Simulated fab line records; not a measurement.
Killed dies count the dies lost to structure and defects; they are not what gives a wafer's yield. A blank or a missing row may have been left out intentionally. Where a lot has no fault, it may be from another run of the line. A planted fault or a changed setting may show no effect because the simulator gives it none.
Chamber matching :: flow n5_finfet :: pecvd-03 running N5_BEOL_M10_PECVD_70: 3 sister chambers
The step deposits SiO2 from TEOS/O2, target thk 20 nm, time 22.7 s. 14 wafers are shown with their chamber, then 7 later ones without.

## WAFERS, EACH WITH ITS CHAMBER
wafer: L214.1
chamber: 0
throttle_valve_pct (%): 21.4
showerhead_plenum_p_Torr (Torr): 8.81
heater_power_w (W): 713

wafer: L214.5
chamber: 1
throttle_valve_pct (%): 25.6
showerhead_plenum_p_Torr (Torr): 8.82
heater_power_w (W): 648

wafer: L214.6
chamber: 2
throttle_valve_pct (%): 20.9
showerhead_plenum_p_Torr (Torr): 8.75
heater_power_w (W): 636

wafer: L216.2
chamber: 1
throttle_valve_pct (%): 25.9
showerhead_plenum_p_Torr (Torr): 8.84
heater_power_w (W): 652

wafer: L216.5
chamber: 0
throttle_valve_pct (%): 21.4
showerhead_plenum_p_Torr (Torr): 8.80
heater_power_w (W): 667

wafer: L216.6
chamber: 2
throttle_valve_pct (%): 21.1
showerhead_plenum_p_Torr (Torr): 8.76
heater_power_w (W): 747

wafer: L224.1
chamber: 1
throttle_valve_pct (%): 25.9
showerhead_plenum_p_Torr (Torr): 8.84
heater_power_w (W): 567

wafer: L224.4
chamber: 0
throttle_valve_pct (%): 21.7
showerhead_plenum_p_Torr (Torr): 8.79
heater_power_w (W): 618

wafer: L224.5
chamber: 2
throttle_valve_pct (%): 21.0
showerhead_plenum_p_Torr (Torr): 8.74
heater_power_w (W): 684

wafer: L221.1
chamber: 0
throttle_valve_pct (%): 21.1
showerhead_plenum_p_Torr (Torr): 8.81
heater_power_w (W): 715

wafer: L221.3
chamber: 1
throttle_valve_pct (%): 26.0
showerhead_plenum_p_Torr (Torr): 8.84
heater_power_w (W): 655

wafer: L221.5
chamber: 1
throttle_valve_pct (%): 25.7
showerhead_plenum_p_Torr (Torr): 8.81
heater_power_w (W): 667

wafer: L226.1
chamber: 1
throttle_valve_pct (%): 25.8
showerhead_plenum_p_Torr (Torr): 8.84
heater_power_w (W): 599

wafer: L226.2
chamber: 2
throttle_valve_pct (%): 20.8
showerhead_plenum_p_Torr (Torr): 8.75
heater_power_w (W): 708

SIGNATURES (averages over the wafers above)
reading: throttle_valve_pct
chamber 0: 21.400
chamber 1: 25.817
chamber 2: 20.950
scatter within a chamber: 0.175

reading: showerhead_plenum_p_Torr
chamber 0: 8.8025
chamber 1: 8.8317
chamber 2: 8.7500
scatter within a chamber: 0.0111

reading: heater_power_w
chamber 0: 678.25
chamber 1: 631.33
chamber 2: 693.75
scatter within a chamber: 43.2
Rule: distance of a wafer from a chamber = root of the sum over the readings of ((wafer's reading minus chamber's mean) / reading's scatter) squared. The wafer belongs to the nearest chamber; if the next one is less than 2 further off, it can't be placed. The scatter is the square root of a quotient: the sum, over the shown wafers, of each reading's squared deviation from its chamber's mean, divided by wafers minus chambers.

## WAFERS MISSING THEIR CHAMBER
wafer: L226.5
throttle_valve_pct (%): 25.8
showerhead_plenum_p_Torr (Torr): 8.83
heater_power_w (W): 599

wafer: L228.1
throttle_valve_pct (%): 21.1
showerhead_plenum_p_Torr (Torr): 8.77
heater_power_w (W): 751

wafer: L228.4
throttle_valve_pct (%): 25.9
showerhead_plenum_p_Torr (Torr): 8.82
heater_power_w (W): 599

wafer: L228.5
throttle_valve_pct (%): 21.3
showerhead_plenum_p_Torr (Torr): 8.78
heater_power_w (W): 660

wafer: L231.3
throttle_valve_pct (%): 25.8
showerhead_plenum_p_Torr (Torr): 8.84
heater_power_w (W): 600

wafer: L231.5
throttle_valve_pct (%): 21.0
showerhead_plenum_p_Torr (Torr): 8.76
heater_power_w (W): 685

wafer: L231.6
throttle_valve_pct (%): 25.6
showerhead_plenum_p_Torr (Torr): 8.82
heater_power_w (W): 595

## EACH ONE'S CHAMBER
wafer: L226.5
from the rows above: 1
in truth: 1

wafer: L228.1
from the rows above: can't be placed: 2 or 0
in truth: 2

wafer: L228.4
from the rows above: 1
in truth: 1

wafer: L228.5
from the rows above: can't be placed: 0 or 2
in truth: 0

wafer: L231.3
from the rows above: 1
in truth: 1

wafer: L231.5
from the rows above: 2
in truth: 2

wafer: L231.6
from the rows above: 1
in truth: 1
Correct placement for 5 of the 7. Unplaceable from these rows: 2, with the true chamber sitting among the candidates in 2. Wrongly placed: 0.
